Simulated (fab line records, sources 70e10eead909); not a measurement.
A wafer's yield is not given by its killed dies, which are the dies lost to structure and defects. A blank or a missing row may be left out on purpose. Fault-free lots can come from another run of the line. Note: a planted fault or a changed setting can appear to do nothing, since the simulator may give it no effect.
Matching of chambers || flow nandHarc || 4 sister chambers for NHARC_A_STAIRCASE_TRIM_187 on rieDiel-04
The step chemistry O2, time 211.2 s. 18 wafers are shown with their chamber, then 9 later ones without.

== WAFERS, EACH WITH ITS CHAMBER ==
{"wafer": "L075.1", "chamber": 0, "drypumpMotorCurrentA (A)": 5.8, "showerheadPlenumPTorr (Torr)": 3.65, "throttleValvePct (%)": 17.040}
{"wafer": "L075.2", "chamber": 3, "drypumpMotorCurrentA (A)": 6.1, "showerheadPlenumPTorr (Torr)": 3.51, "throttleValvePct (%)": 17.039}
{"wafer": "L075.6", "chamber": 3, "drypumpMotorCurrentA (A)": 6.1, "showerheadPlenumPTorr (Torr)": 3.51, "throttleValvePct (%)": 17.033}
{"wafer": "L083.1", "chamber": 2, "drypumpMotorCurrentA (A)": 5.6, "showerheadPlenumPTorr (Torr)": 3.67, "throttleValvePct (%)": 17.029}
{"wafer": "L083.2", "chamber": 0, "drypumpMotorCurrentA (A)": 5.8, "showerheadPlenumPTorr (Torr)": 3.65, "throttleValvePct (%)": 17.033}
{"wafer": "L083.3", "chamber": 3, "drypumpMotorCurrentA (A)": 6.1, "showerheadPlenumPTorr (Torr)": 3.50, "throttleValvePct (%)": 17.051}
{"wafer": "L085.1", "chamber": 0, "drypumpMotorCurrentA (A)": 5.8, "showerheadPlenumPTorr (Torr)": 3.64, "throttleValvePct (%)": 17.040}
{"wafer": "L085.2", "chamber": 3, "drypumpMotorCurrentA (A)": 6.1, "showerheadPlenumPTorr (Torr)": 3.50, "throttleValvePct (%)": 17.044}
{"wafer": "L085.5", "chamber": 2, "drypumpMotorCurrentA (A)": 5.6, "showerheadPlenumPTorr (Torr)": 3.67, "throttleValvePct (%)": 17.027}
{"wafer": "L086.3", "chamber": 1, "drypumpMotorCurrentA (A)": 5.2, "showerheadPlenumPTorr (Torr)": 3.68, "throttleValvePct (%)": 17.034}
{"wafer": "L086.4", "chamber": 3, "drypumpMotorCurrentA (A)": 6.1, "showerheadPlenumPTorr (Torr)": 3.50, "throttleValvePct (%)": 17.032}
{"wafer": "L086.5", "chamber": 2, "drypumpMotorCurrentA (A)": 5.7, "showerheadPlenumPTorr (Torr)": 3.67, "throttleValvePct (%)": 17.028}
{"wafer": "L087.1", "chamber": 3, "drypumpMotorCurrentA (A)": 6.1, "showerheadPlenumPTorr (Torr)": 3.50, "throttleValvePct (%)": 17.046}
{"wafer": "L087.2", "chamber": 2, "drypumpMotorCurrentA (A)": 5.6, "showerheadPlenumPTorr (Torr)": 3.67, "throttleValvePct (%)": 17.027}
{"wafer": "L087.6", "chamber": 2, "drypumpMotorCurrentA (A)": 5.7, "showerheadPlenumPTorr (Torr)": 3.67, "throttleValvePct (%)": 17.018}
{"wafer": "L089.1", "chamber": 1, "drypumpMotorCurrentA (A)": 5.2, "showerheadPlenumPTorr (Torr)": 3.67, "throttleValvePct (%)": 17.036}
{"wafer": "L089.4", "chamber": 0, "drypumpMotorCurrentA (A)": 5.8, "showerheadPlenumPTorr (Torr)": 3.64, "throttleValvePct (%)": 17.035}
{"wafer": "L089.5", "chamber": 2, "drypumpMotorCurrentA (A)": 5.6, "showerheadPlenumPTorr (Torr)": 3.66, "throttleValvePct (%)": 17.035}

SIGNATURES (averages over the wafers above)
{"reading": "drypumpMotorCurrentA", "chamber 0": 5.800, "chamber 1": 5.200, "chamber 2": 5.633, "chamber 3": 6.100, "scatter within a chamber": 0.0309}
{"reading": "showerheadPlenumPTorr", "chamber 0": 3.6450, "chamber 1": 3.6750, "chamber 2": 3.6683, "chamber 3": 3.5033, "scatter within a chamber": 0.00512}
{"reading": "throttleValvePct", "chamber 0": 17.03700, "chamber 1": 17.03500, "chamber 2": 17.02733, "chamber 3": 17.04083, "scatter within a chamber": 0.00581}
Rule: distance of a wafer from a chamber = root of the sum over the readings of ((wafer's reading minus chamber's mean) / reading's scatter) squared. The wafer belongs to the nearest chamber; if the next one is less than 2 further off, it can't be placed. The scatter: take each reading less its chamber's mean, square it, sum over the shown wafers, divide by the number of wafers less the number of chambers, and take the root.

== WAFERS WITH NO CHAMBER GIVEN ==
{"wafer": "L091.1", "drypumpMotorCurrentA (A)": 6.1, "showerheadPlenumPTorr (Torr)": 3.50, "throttleValvePct (%)": 17.038}
{"wafer": "L091.4", "drypumpMotorCurrentA (A)": 5.2, "showerheadPlenumPTorr (Torr)": 3.67, "throttleValvePct (%)": 17.027}
{"wafer": "L091.5", "drypumpMotorCurrentA (A)": 5.6, "showerheadPlenumPTorr (Torr)": 3.66, "throttleValvePct (%)": 17.023}
{"wafer": "L095.2", "drypumpMotorCurrentA (A)": 5.6, "showerheadPlenumPTorr (Torr)": 3.66, "throttleValvePct (%)": 17.033}
{"wafer": "L095.3", "drypumpMotorCurrentA (A)": 6.1, "showerheadPlenumPTorr (Torr)": 3.49, "throttleValvePct (%)": 17.051}
{"wafer": "L095.6", "drypumpMotorCurrentA (A)": 6.1, "showerheadPlenumPTorr (Torr)": 3.49, "throttleValvePct (%)": 17.020}
{"wafer": "L095.1", "drypumpMotorCurrentA (A)": 5.7, "showerheadPlenumPTorr (Torr)": 3.63, "throttleValvePct (%)": 17.035}
{"wafer": "L095.4", "drypumpMotorCurrentA (A)": 5.2, "showerheadPlenumPTorr (Torr)": 3.67, "throttleValvePct (%)": 17.050}
{"wafer": "L095.5", "drypumpMotorCurrentA (A)": 5.6, "showerheadPlenumPTorr (Torr)": 3.66, "throttleValvePct (%)": 17.023}

== THE CHAMBER EACH PASSED THROUGH ==
{"wafer": "L091.1", "from the rows above": 3, "in truth": 3}
{"wafer": "L091.4", "from the rows above": 1, "in truth": 1}
{"wafer": "L091.5", "from the rows above": 2, "in truth": 2}
{"wafer": "L095.2", "from the rows above": 2, "in truth": 2}
{"wafer": "L095.3", "from the rows above": 3, "in truth": 3}
{"wafer": "L095.6", "from the rows above": 3, "in truth": 3}
{"wafer": "L095.1", "from the rows above": 0, "in truth": 0}
{"wafer": "L095.4", "from the rows above": 1, "in truth": 1}
{"wafer": "L095.5", "from the rows above": 2, "in truth": 2}
Correctly placed: 9 of 9. Not placeable from these rows: 0. Placed wrongly: 0.
